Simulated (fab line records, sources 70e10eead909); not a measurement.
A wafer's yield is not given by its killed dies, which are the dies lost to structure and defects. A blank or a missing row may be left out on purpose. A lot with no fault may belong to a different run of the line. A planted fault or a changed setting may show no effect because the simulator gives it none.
Matching of chambers :: flow nandHarc :: NHARC_P_M2_CMP_23 on cmp-02: 4 sister chambers
The step polishes, t overpolish 20 s, target thk 144.3 nm. 4 wafers are shown with their chamber, then 8 later ones without.

WAFERS WITH THEIR CHAMBER
wafer: L078.1
chamber: 3
motorCurrentA (A): 11.4

wafer: L083.4
chamber: 1
motorCurrentA (A): 12.9

wafer: L083.6
chamber: 0
motorCurrentA (A): 11.9

wafer: L084.2
chamber: 2
motorCurrentA (A): 11.1

WAFERS MISSING THEIR CHAMBER
wafer: L084.3
motorCurrentA (A): 11.1

wafer: L084.5
motorCurrentA (A): 12.1

wafer: L087.1
motorCurrentA (A): 12.0

wafer: L087.4
motorCurrentA (A): 12.9

wafer: L087.5
motorCurrentA (A): 11.9

wafer: L088.2
motorCurrentA (A): 11.9

wafer: L088.3
motorCurrentA (A): 11.6

wafer: L088.6
motorCurrentA (A): 11.0

THE CHAMBER EACH PASSED THROUGH
wafer: L084.3
from the rows above: 2
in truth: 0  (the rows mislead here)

wafer: L084.5
from the rows above: 0
in truth: 0

wafer: L087.1
from the rows above: 0
in truth: 0

wafer: L087.4
from the rows above: 1
in truth: 1

wafer: L087.5
from the rows above: 0
in truth: 0

wafer: L088.2
from the rows above: 0
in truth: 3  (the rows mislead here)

wafer: L088.3
from the rows above: can't be placed: 3 or 0
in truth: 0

wafer: L088.6
from the rows above: 2
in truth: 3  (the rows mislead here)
Correct placement for 4 of the 8. These rows do not allow placing 1 (true chamber among the candidates in 1). Wrongly placed: 3.
How it was worked out, from the rows above alone: a wafer's distance from a chamber is the root of the sum, over the readings, of the square of ((its reading less the chamber's mean) divided by the reading's scatter). The wafer belongs to the nearest chamber; if the next one is less than 2 further off, it can't be placed. For every chamber, the mean is computed from those of its wafers that are shown. The scatter (one wafer shown for each chamber): square how far every hidden wafer sits from the nearest shown wafer, average those squares and take the square root.
